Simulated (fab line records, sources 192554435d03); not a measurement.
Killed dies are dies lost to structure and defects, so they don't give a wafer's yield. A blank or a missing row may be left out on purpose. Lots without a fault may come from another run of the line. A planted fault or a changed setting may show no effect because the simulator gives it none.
A struck lot beside a sound one | flow n5_finfet | 15 steps out of a route of 1938
Sound: wafers L623.1, L623.2, L623.5. Struck: wafer L631.3. (L631.1, L631.2 of the same lot were not struck and are left out.) The cause comes at the end.
At each step with rows: each side's tool, then ch and its chambers, then its first start. Under that, the readings that differ: sound wafers | struck wafers | difference of the means | sigmas: that difference in standard deviations of wafers without a fault.
alike: readings whose means differ by less than 2 such deviations, and words and numbers that are the same on both sides. not compared: withheld readings, readings that some wafer has no value for, bounds like >300 that may hide the same value, and numbers for which the record gives no deviation and whose values overlap.
The two part at a step that has a row with sigmas, a row that says differs or no value, or rows on one side only. Numbers that don't overlap but have no deviation are shown without sigmas and don't part them. A reading that every wafer of one side lacks parts them only if that side has two wafers or more.

first, 2 steps without rows for these wafers: N5_HKMG_FIN_COAT_66 (time 60 s, resist thk 300 nm); N5_HKMG_FIN_ETCH_67 (etches SOC in N2/H2, stops on TiN, target depth 388.9 nm).
N5_HKMG_FIN_STRIP_90: strips SOC in N2/H2, time 20 s.
  sound on rie_diel-05 ch 1,3, day 4 22:11; struck on rie_diel-05 ch 3, day 7 02:01
  alike: drypump_motor_current_A, oes_product_au, power_w, rf_vpp_V, showerhead_plenum_p_Torr, throttle_valve_pct
  not compared: rf_hours_counter_h
then, 1 step without rows for these wafers: N5_HKMG_FIN_WET_ETCH_73 (etches the open film in SC1, time 42.3 s, target depth 1.3 nm, rinse time 30 s).
N5_HKMG_FIN_ETCHBACK_68: etches the open film in Cl2/Ar, stops on HfO2, target depth 0.5 nm.
  sound on rie_metal-03 ch 0,1, day 4 22:20; struck on rie_metal-03 ch 0, day 7 02:10
  alike: drypump_motor_current_A, oes_product_au, throttle_valve_pct
  not compared: rf_hours_counter_h
N5_HKMG_FIN_STRIP_69: strips in N2/H2, time 360 s.
  sound on plasma_asher-02 ch 0,1, day 4 22:29; struck on plasma_asher-02 ch 0, day 7 02:19
  alike: drypump_motor_current_A, heater_power_w
  not compared: rf_hours_counter_h
then, 1 step without rows for these wafers: N5_HKMG_FIN_ALD_21 (deposits TiN, target thk 1.5 nm, pulse time 1 s, purge time 3 s).
N5_HKMG_FIN_ALD_72: deposits W, target thk 2 nm, pulse time 1 s, purge time 2 s.
  sound on cvd_w-01 ch 0,1, day 4 23:14; struck on cvd_w-01 ch 1, day 7 03:03
  alike: heater_power_w, precursor_pulse_height_rel
then, 3 steps without rows for these wafers: N5_HKMG_FIN_W_FILL_22 (material W, target thk 60 nm, time 18.2 s); N5_HKMG_FIN_PRECLEAN_83 (cleans in DIW, time 57.5 s); N5_HKMG_FIN_SRD_84 (dry time 32 s).
N5_HKMG_FIN_CMP_23: polishes, stops on SiNx, t overpolish 10 s, target thk 46.326 nm.
  sound on cmp-01 ch 0,2,3, day 4 23:24; struck on cmp-03 ch 0, day 7 03:18
  alike: motor_current_A, overpolish_run_s, platen_rpm, retaining_ring_pressure_frac, time_to_endpoint_s
N5_HKMG_FIN_CMP_94: polishes, stops on SiNx, t overpolish 4.7 s, target thk 43.299 nm.
  sound on cmp-01 ch 0,2,3, day 4 23:53; struck on cmp-03 ch 0, day 7 03:44
  reading          | sound             | struck | difference | sigmas
  platen_rpm (rpm) | 50.30 50.29 50.30 | 52.28  | +1.98      | +54
  alike: motor_current_A, retaining_ring_pressure_frac
-- the record jumps here: 4 days lie between the struck wafers' starts before and after (it left off in module HKMG_FIN and takes up again in module BEOL_M4, whose first step shown is number 1111 of the route) --
N5_BEOL_M4_RC_MEAS_101:
  sound on prober-01 ch 0, day 8 10:38; struck on prober-01 ch 0, day 11 07:32
  reading        | sound          | struck | difference | sigmas
  DIBL_N (mV/V)  | 38.9 40.5 41.3 | 33.3   | -6.9       | -3
  DIBL_P (mV/V)  | 40.6 41.5 43.8 | 33.4   | -8.6       | -3
  IOFF_N (nA/um) | 0.21 0.31 0.30 | 0.10   | -0.17      | -4
  IOFF_P (nA/um) | 0.28 0.33 0.38 | 0.17   | -0.16      | -3
  ION_N (uA/um)  | 698 690 712    | 649    | -51        | -3
  SS_N (mV/dec)  | 72.1 73.4 73.2 | 70.9   | -2.0       | -3
  SS_P (mV/dec)  | 74.6 74.5 74.9 | 72.2   | -2.5       | -3
  VT_N (mV)      | 247 242 242    | 258    | +14        | +4
  VT_P (mV)      | -247 -244 -243 | -253   | -8         | -2
  alike: ION_P
-- the record jumps here: 5 days lie between the struck wafers' starts before and after (it left off in module BEOL_M4 and takes up again in module PASSIVATION, whose first step shown is number 1936 of the route) --
N5_PASSIVATION_PROBE_49:
  sound on prober-01, day 11 22:10; struck on prober-02, day 15 21:03
  reading                | sound       | struck | difference | sigmas
  killed_at_front_end    | 28 24 38    | 56     | +26        | +2
  sort_bin_4_leakage (%) | 0 0.42 0.08 | 0      | +0         | -3
  alike: defect_limited_yield, killed_at_M0_to_M3, killed_at_M4_up, killed_at_contacts, killed_at_other, killed_dies, killed_open, killed_short, sort_bin_5_function, sort_bin_6_memory, sort_bin_8_speed, sort_n_pass, sort_yield_pct

WHERE THEY PART
First at N5_HKMG_FIN_CMP_94; last, within this record, at N5_PASSIVATION_PROBE_49.

WHY: what the simulator had put in
Process parameter drift: cmp-03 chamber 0, from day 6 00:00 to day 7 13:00, at N5_HKMG_FIN_CMP_94. Setting platen_rpm, moved by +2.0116, from 50.289. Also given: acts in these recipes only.
